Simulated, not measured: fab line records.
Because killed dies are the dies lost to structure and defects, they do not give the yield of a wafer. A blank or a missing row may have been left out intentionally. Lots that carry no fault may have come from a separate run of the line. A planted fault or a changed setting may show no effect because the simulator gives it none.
2 desks looking at one fault -- flow n5 finfet -- each desk holds nothing but its own numbers, with what lay behind them at the end

THE TOOL OWNER'S DESK: rie diel-04
The tool's own readings at N5_MIM_BOT_ETCH_ETCH_04 (etches SiNx in CF4/O2, target depth 26 nm, time 13 s): means of the sampled wafers that have a number, for each lot that ran on this tool. Any lot whose mean is over 4 standard deviations away from the usual mean is out of limits and marked OUT; that distance is given in the brackets.
Columns: A = chamber pressure mTorr at N5_MIM_BOT_ETCH_ETCH_04, usual 40.00 mTorr; B = drypump motor current A at N5_MIM_BOT_ETCH_ETCH_04, usual 5.6 A; C = oes product au at N5_MIM_BOT_ETCH_ETCH_04, usual 0.81 a.u.; D = rf vpp V at N5_MIM_BOT_ETCH_ETCH_04, usual 237 V; E = showerhead plenum p Torr at N5_MIM_BOT_ETCH_ETCH_04, usual 2.18 Torr; F = throttle valve pct at N5_MIM_BOT_ETCH_ETCH_04, usual 15.87 %
lot,first seen here,A,B,C,D,E,F
L157,day 13 10:22,39.97,5.3,0.77,237,2.12,15.92
L161,day 14 01:38,40.00,5.3,0.76,237,2.12,15.93
L162,day 14 03:22,40.01,5.1,0.63,236,2.11,16.01
L160,day 14 06:17,39.95,5.3,0.68,235,2.12,15.94
L163,day 14 11:44,40.00,5.5,0.77,238,2.13,15.89
This desk found nothing out of limits on any of the 5 lots.

METROLOGY DESK
Means of the sampled wafers that have a number, per lot and without regard to the tool the lot ran on: this is what the gauges read. Any lot whose mean is over 4 standard deviations away from the usual mean is out of limits and marked OUT; that distance is given in the brackets. Only the readings that lie furthest out on some lot appear, 7 of the 10 it has.
Columns: A = DIBL_N at N5_BEOL_M4_RC_MEAS_101, usual 36.2 mV/V; B = IOFF_N at N5_BEOL_M4_RC_MEAS_101, usual 0.16 nA/um; C = IOFF_P at N5_BEOL_M4_RC_MEAS_101, usual 0.22 nA/um; D = ION_N at N5_BEOL_M4_RC_MEAS_101, usual 675 uA/um; E = ION_P at N5_BEOL_M4_RC_MEAS_101, usual 465 uA/um; F = VT_N at N5_BEOL_M4_RC_MEAS_101, usual 250 mV; G = VT_P at N5_BEOL_M4_RC_MEAS_101, usual -249 mV
lot,first seen here,A,B,C,D,E,F,G
L153,day 8 07:03,38.0,0.19,0.23,689,468,248,-250
L157,day 9 07:08,33.5,0.11,0.17,650,455,256,-251
L161,day 9 21:13,37.1,0.19,0.25,680,463,247,-245
L162,day 10 09:11,37.2,0.18,0.25,677,471,245,-248
L160,day 10 09:42,37.7,0.19,0.27,682,474,248,-246
L163,day 10 10:59,38.6,0.19,0.22,687,465,248,-249
L166,day 11 15:52,36.2,0.15,0.22,673,467,251,-248
L172,day 13 05:14,35.3,0.14,0.19,658,454,254,-252
L176,day 14 02:49,35.4,0.14,0.17,665,453,255,-255
This desk found nothing out of limits on any of the 9 lots.

ALL TOGETHER
The tool owner's desk saw nothing out of limits.
At the metrology desk, nothing out of limits was observed.

WHAT THE SIMULATOR HAD PUT IN
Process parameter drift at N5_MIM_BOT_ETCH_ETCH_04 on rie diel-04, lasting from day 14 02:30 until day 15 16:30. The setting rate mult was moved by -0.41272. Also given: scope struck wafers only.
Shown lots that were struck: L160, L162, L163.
